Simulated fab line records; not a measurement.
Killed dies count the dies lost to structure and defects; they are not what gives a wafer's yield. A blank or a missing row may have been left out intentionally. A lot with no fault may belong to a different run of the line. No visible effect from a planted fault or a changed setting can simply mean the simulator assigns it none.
Struck lot and sound lot, side by side | flow nand-harc | 15 out of 1302 route steps
Sound: wafers L304.4, L304.5, L304.6. Struck: wafers L317.2, L317.5 (left out: L317.6, a lot-mate that was not struck); the cause follows at the end.
Each step with rows lists, per side, the tool, then ch with its chambers, then its first start. Under that, the readings that differ: sound wafers | struck wafers | difference of the means | sigmas: that difference in standard deviations of wafers without a fault.
alike: same words and numbers on both sides, and readings whose means sit less than 2 such deviations apart. not compared: any withheld reading, any reading some wafer has no value for, any bound like >300 that may hide the same value, and any number with overlapping values for which the record gives no deviation.
The two part at a step that has a row with sigmas, a row that says differs or no value, or rows on one side only. When numbers do not overlap yet have no deviation, they are printed without sigmas and do not part them. A reading missing from all wafers of one side parts the sides only when that side holds two or more wafers.

first, 6 steps without rows for these wafers: NHARC_A_CONTACT_COAT_63 (resist thk 90 nm); NHARC_A_CONTACT_SOFTBAKE_64 (time 55 s); NHARC_A_CONTACT_EBR_65; NHARC_A_CONTACT_EXPOSE_66 (exposes mask A CC 2); NHARC_A_CONTACT_PEB_67 (peb time 65 s); NHARC_A_CONTACT_DEVELOP_68 (develop time 35 s).
NHARC_A_CONTACT_CD_MEAS_69: target cd 300 nm.
  sound on cd-sem-02 ch 0, day 23 16:43; struck on cd-sem-03 ch 0, day 28 02:38
  alike: cd-nm
NHARC_A_CONTACT_OVL_MEAS_70:
  sound: overlay-02 at day 23 16:49; struck: overlay-01 at day 28 02:43
  reading           | sound          | struck   | difference | sigmas
  overlay-y-nm (nm) | -2.1 -1.7 -1.8 | -0.3 0.2 | +1.8       | +2
  alike: overlay-x-nm
NHARC_A_CONTACT_INSPECT_71:
  sound: defect-inspect-01 at day 23 16:50; struck: defect-inspect-01 at day 28 02:45
  alike: raw-defect-count
NHARC_A_CONTACT_DESCUM_74: chemistry O2, time 3 s.
  sound on rie-diel-04 ch 0,3, day 23 16:57; struck on rie-diel-04 ch 0,1, day 28 02:50
  reading               | sound             | struck      | difference | sigmas
  oes-product-au (a.u.) | 1.009 1.010 1.014 | 0.985 1.002 | -0.017     | -2
  alike: drypump-motor-current-A, o2-flow-sccm, rf-vpp-V, showerhead-plenum-p-Torr, throttle-valve-pct
  not compared: rf-hours-counter-h
NHARC_A_CONTACT_ETCH_75: etches the open film in CF4, target depth 39 nm, time 65 s.
  sound on rie-diel-04 ch 0,3, day 23 17:05; struck on rie-diel-04 ch 0,2, day 28 02:55
  alike: drypump-motor-current-A, oes-product-au, rf-vpp-V, run-length-s, showerhead-plenum-p-Torr, throttle-valve-pct
  not compared: rf-hours-counter-h
NHARC_A_CONTACT_ETCH_76: etches the open film in N2/H2, target depth 260 nm, time 475.3 s.
  sound on rie-diel-04 ch 0,3, day 23 17:19; struck on rie-diel-04 ch 0,1
  alike: drypump-motor-current-A, oes-product-au, rf-vpp-V, run-length-s, showerhead-plenum-p-Torr, throttle-valve-pct
  not compared: rf-hours-counter-h
NHARC_A_CONTACT_ETCH_77: etches the open film in CF4/CHF3, target depth 108.9 nm, time 54.5 s.
  sound on rie-diel-04 ch 0,3, day 23 17:46; struck on rie-diel-04 ch 0, day 28 03:20
  reading          | sound          | struck    | difference | sigmas
  run-length-s (s) | 75.9 75.9 76.4 | 60.7 61.0 | -15.2      | -48
  alike: drypump-motor-current-A, oes-product-au, rf-vpp-V, showerhead-plenum-p-Torr, throttle-valve-pct
  not compared: rf-hours-counter-h
NHARC_A_CONTACT_ETCH_78: etches the open film in O2/COS, target depth 5300 nm, time 1378 s.
  sound on rie-diel-04 ch 0,3, day 23 18:14; struck on rie-diel-04 ch 1
  reading                     | sound             | struck      | difference | sigmas
  drypump-motor-current-A (A) | 6.8 6.8 6.2       | 5.1 5.1     | -1.5       | -2
  oes-product-au (a.u.)       | 1.000 1.005 1.001 | 0.992 0.982 | -0.015     | -2
  alike: o2-flow-sccm, rf-vpp-V, run-length-s, showerhead-plenum-p-Torr, throttle-valve-pct
  not compared: rf-hours-counter-h
-- the record jumps here: 2 days lie between the struck wafers' starts before and after (it left off in module A_CONTACT and takes up again in module END, whose first step shown is number 1302 of the route) --
NHARC_END_SORT_01:
  at this point the record logs the struck wafers (prober-02 ch 0, day 30 13:04) and has no rows for the sound ones

WHERE THEY PART
First at NHARC_A_CONTACT_OVL_MEAS_70; last, within this record, at NHARC_END_SORT_01.

WHY: the cause the simulator had injected
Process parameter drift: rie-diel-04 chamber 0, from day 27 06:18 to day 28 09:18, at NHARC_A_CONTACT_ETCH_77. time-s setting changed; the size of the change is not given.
